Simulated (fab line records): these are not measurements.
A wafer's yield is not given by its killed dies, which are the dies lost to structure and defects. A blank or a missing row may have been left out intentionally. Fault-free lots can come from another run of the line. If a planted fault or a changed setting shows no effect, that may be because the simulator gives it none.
Split-lot trial    flow n5_finfet    19 wafers read across 7 lots, on a route 1938 steps long

== THE SPLIT ITSELF ==
At N5_BEOL_M5_SPUTTER_88 (material Cu, target thk 15 nm, time 27.62 s), the setting time_s was moved away from the recipe's 27.62 s on 2 of the 19 wafers read, by +8.9% to +11.8%. For the rest of the wafers, this setting stayed at what the recipe calls for.

The reading is taken at the split's own step.

== THE READING ==
Cu_of_BEOL_M5_SPUTTER_88.thk_nm (the simulator's own value, which no gauge read), in nm, at N5_BEOL_M5_SPUTTER_88 (material Cu, target thk 15 nm, time 27.62 s). The file does not state a usual value for it. The 17 wafers here that ran the recipe average 14.8 nm, standard deviation 0.17 nm.

wafer   tool, chamber at the split  time_s as run, s  against the recipe  Cu_of_BEOL_M5_SPUTTER_88.thk_nm, nm  against lot-mates on the recipe
L074.2  pvd_sputter-01, -           27.62             recipe              14.8                                 -
L074.6  pvd_sputter-01, -           27.62             recipe              14.8                                 -
L074.4  pvd_sputter-01, -           30.09             +8.9%               16.2                                 +1.4
L075.3  pvd_sputter-02, -           27.62             recipe              15                                   -
L075.5  pvd_sputter-02, -           27.62             recipe              14.8                                 -
L075.6  pvd_sputter-02, -           27.62             recipe              14.8                                 -
L080.1  pvd_sputter-01, -           27.62             recipe              14.8                                 -
L080.2  pvd_sputter-01, -           27.62             recipe              14.8                                 -
L080.4  pvd_sputter-01, -           27.62             recipe              14.8                                 -
L084.3  pvd_sputter-01, -           27.62             recipe              15.2                                 -
L084.4  pvd_sputter-01, -           27.62             recipe              15.2                                 -
L084.5  pvd_sputter-01, -           27.62             recipe              15                                   -
L088.2  pvd_sputter-03, -           27.62             recipe              14.6                                 -
L088.4  pvd_sputter-03, -           27.62             recipe              14.8                                 -
L088.6  pvd_sputter-03, -           27.62             recipe              14.8                                 -
L091.3  pvd_sputter-03, -           27.62             recipe              14.8                                 -
L082.1  pvd_sputter-01, -           27.62             recipe              14.6                                 -
L082.3  pvd_sputter-01, -           27.62             recipe              14.6                                 -
L082.6  pvd_sputter-01, -           30.87             +11.8%              16.4                                 +1.8

FIT RESULTS
A straight line over all 19 wafers: Cu_of_BEOL_M5_SPUTTER_88.thk_nm changes by +0.14 nm for each +1% of time_s; r = +0.94; the points scatter about the line by 0.17 nm.
The same after taking each lot's own level away (the mean of its wafers on the recipe; 19 wafers): +0.154 nm for each +1%; r = +0.99; scatter 0.069 nm.
According to that fit, moving time_s by its largest amount changes the reading by 1.8 nm.
The span of the lots' own levels, 14.60 to 15.13 nm, comes to 3.1 times the standard deviation stated above.
Hence the lot-to-lot level has little effect on the slope; both slopes agree.
Check: +1.84 nm against its lot-mates is what the line predicts for one of the wafers moved furthest among these (+11.8%) when that wafer is left out of the fit. Against them it came out at +1.8 nm.

== ADDITIONAL SPLITS CARRIED BY THESE WAFERS ==
These wafers also went through other splits before the reading. Each is held against what the fit with the lots' levels taken away leaves over:
other split on the same wafers  wafers away from the commonest value  r with Cu_of_BEOL_M5_SPUTTER_88.thk_nm (lot level and that fit taken away)
N5_BEOL_M4_COAT_76 spin_rpm     4                                     +0.27
N5_BEOL_M4_EXPOSE_25 dose_mj    4                                     -0.04

== THE FILE'S OWN FIT ==
Cu_of_BEOL_M5_SPUTTER_88.thk_nm changes by +0.154 nm for each +1% of time_s, r = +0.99.
